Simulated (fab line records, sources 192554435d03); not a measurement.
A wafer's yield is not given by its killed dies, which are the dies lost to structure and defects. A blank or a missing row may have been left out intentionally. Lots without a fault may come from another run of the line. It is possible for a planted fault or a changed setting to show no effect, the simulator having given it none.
A lot that was struck, set against a sound lot + flow n5Finfet + 36 out of 1938 route steps
Sound: these wafers, L843.4, L843.5, L843.6. Struck: wafer L853.3; the same lot's L853.2 was not struck, so it is left out; see the end for the cause.
Order at every step that has rows: each side's tool, ch and its chambers, its first start. Under that, the readings that differ: sound wafers + struck wafers + difference of the means + sigmas: that difference in standard deviations of wafers without a fault.
alike: a reading whose means differ by less than 2 such deviations, as well as words and numbers matching on both sides. not compared: withheld readings; readings where some wafer has no value; bounds like >300 that might hide an equal value; numbers whose values overlap and for which the record gives no deviation.
A row with sigmas, a row that says differs or no value, or rows on one side alone: a step with any of these is where the two part. Numbers that don't overlap but have no deviation are shown without sigmas and don't part them. A reading missing from all wafers of one side parts the sides only when that side holds two or more wafers.

first, 8 steps without rows for these wafers: N5_MOL_CONTACT_COAG_PRE_CLEAN_121; N5_MOL_CONTACT_COAG_CVD_140 (deposits W, target thk 66.5 nm, time 215 s); N5_MOL_CONTACT_COAG_PRECLEAN_127 (cleans in DIW, time 57.5 s); N5_MOL_CONTACT_COAG_SRD_128 (dry time 32 s); N5_MOL_CONTACT_COAG_CMP_52 (polishes, stops on SiO2, t overpolish 1.5 s, target thk 66.5 nm); N5_MOL_CONTACT_COAG_ANNEAL_112 (time 1800 s); N5_BEOL_M0_SAQP_PECVD_00 (deposits SiCN from 3MS/NH3, target thk 8 nm, time 14 s); N5_BEOL_M0_SAQP_ILD_DEP_01 (deposits SiOC from DEMS/O2, target thk 45.419 nm, time 8.7 s).
N5_BEOL_M0_SAQP_HM_DEP_02: deposits TiN, target thk 12 nm.
  sound: pvdSputter-02 at day 6 04:44; struck: pvdSputter-02 at day 8 14:59
| reading                                        | sound        | struck | difference | sigmas |
|------------------------------------------------|--------------|--------|------------|--------|
| model.TiN_of_BEOL_M0_SAQP_HM_DEP_02.thkNm (nm) | 12.2 12.2 12 | 8.8    | -3.3       |        |
  alike: throttleValvePct
then, 25 steps without rows for these wafers: N5_BEOL_M0_SAQP_PECVD_03 (deposits SiCN from 3MS/NH3, target thk 12 nm, time 21.1 s); N5_BEOL_M0_SAQP_PECVD_96 (deposits a-Si from SiH4/He, target thk 45 nm, time 45.2 s); N5_BEOL_M0_SAQP_PECVD_97 (deposits SiNx from SiH4/NH3/N2, target thk 23 nm, time 19.9 s); N5_BEOL_M0_SAQP_PECVD_04 (deposits a-Si from SiH4/He, target thk 60 nm, time 60.2 s); N5_BEOL_M0_SAQP_HM_DEP_111 (deposits SiO2 from SiH4/N2O, target thk 12 nm, time 7.2 s); N5_BEOL_M0_SAQP_COAT_81 (time 60 s, resist thk 100 nm); N5_BEOL_M0_SAQP_COAT_82 (time 60 s, resist thk 30 nm); N5_BEOL_M0_SAQP_COAT_08 (resist thk 90 nm); N5_BEOL_M0_SAQP_EBR_10; N5_BEOL_M0_SAQP_SOFTBAKE_09 (time 60 s); N5_BEOL_M0_SAQP_EXPOSE_11 (exposes mask M0 CORE, target cd 42 nm); N5_BEOL_M0_SAQP_PEB_12 (peb time 60 s); N5_BEOL_M0_SAQP_DEVELOP_13 (develop time 30 s); N5_BEOL_M0_SAQP_DESCUM_19 (chemistry O2, time 7.9 s); N5_BEOL_M0_SAQP_ETCH_83 (etches SiARC in CF4, target depth 39 nm, time 65 s); N5_BEOL_M0_SAQP_ETCH_84 (etches SOC in N2/H2, target depth 100 nm, overetch 20 nm, time 150 s); N5_BEOL_M0_SAQP_STRIP_80 (strips in N2/H2); N5_BEOL_M0_SAQP_HM_OPEN_112 (chemistry CHF3/O2, target SiO2, stops on a-Si, target depth 12 nm, time 13.5 s); N5_BEOL_M0_SAQP_STRIP_113 (strips in CHF3/O2); N5_BEOL_M0_SAQP_MANDREL_ETCH_20 (etches a-Si in HBr/Cl2, stops on SiNx, target depth 60 nm, bt time 10 s, time 30 s); N5_BEOL_M0_SAQP_STRIP_86 (strips in N2/H2); N5_BEOL_M0_SAQP_STRIP_115 (strips in post etch residue remover, time 60 s); N5_BEOL_M0_SAQP_SRD_93 (time 30 s); N5_BEOL_M0_SAQP_RECESS_114 (chemistry HF/NH3, target SiO2, target depth 14.4 nm, afs cycles 3, sublimation time 60 s); N5_BEOL_M0_SAQP_SPACER1_ALD_98 (deposits SiO2, target thk 12.8 nm, pulse time 1 s, purge time 2 s).
N5_BEOL_M0_TRENCH_ETCH_107: etches SiOC in C4F6/O2, target depth 32.8 nm, time 16.4 s.
  sound on rieDiel-03 ch 0,1,3, day 6 13:38; struck on rieDiel-03 ch 3, day 9 02:29
| reading                                        | sound          | struck | difference                   | sigmas |
|------------------------------------------------|----------------|--------|------------------------------|--------|
| oesProductAu (a.u.)                            | 0.70 0.68 0.73 | 0.92   | +0.22                        | +3     |
| rfHoursCounterH (h)                            | - - -          | 13     | no value on the sound wafers |        |
| model.TiN_of_BEOL_M0_SAQP_HM_DEP_02.thkNm (nm) | 9.8 9.8 9.6    | 6.4    | -3.3                         |        |
  alike: drypumpMotorCurrentA, rfVppV, showerheadPlenumPTorr, throttleValvePct
-- a jump in the record: the struck wafers' starts before and after are 3 days apart (it breaks off in module BEOL_M0 and resumes in module BEOL_M4, where the first step shown is number 1111 of the route) --
N5_BEOL_M4_RC_MEAS_101:
  sound on prober-02 ch 0, day 9 11:20; struck on prober-01 ch 0, day 12 11:56
  alike: DIBL_N, DIBL_P, IOFF_N, IOFF_P, ION_N, ION_P, SS_N, SS_P, VT_N, VT_P

== WHERE THEY PART ==
Only at N5_BEOL_M0_TRENCH_ETCH_107, within this record. Later steps at which nothing parts them and some readings are alike: N5_BEOL_M4_RC_MEAS_101.

WHY: whatever the simulator had introduced
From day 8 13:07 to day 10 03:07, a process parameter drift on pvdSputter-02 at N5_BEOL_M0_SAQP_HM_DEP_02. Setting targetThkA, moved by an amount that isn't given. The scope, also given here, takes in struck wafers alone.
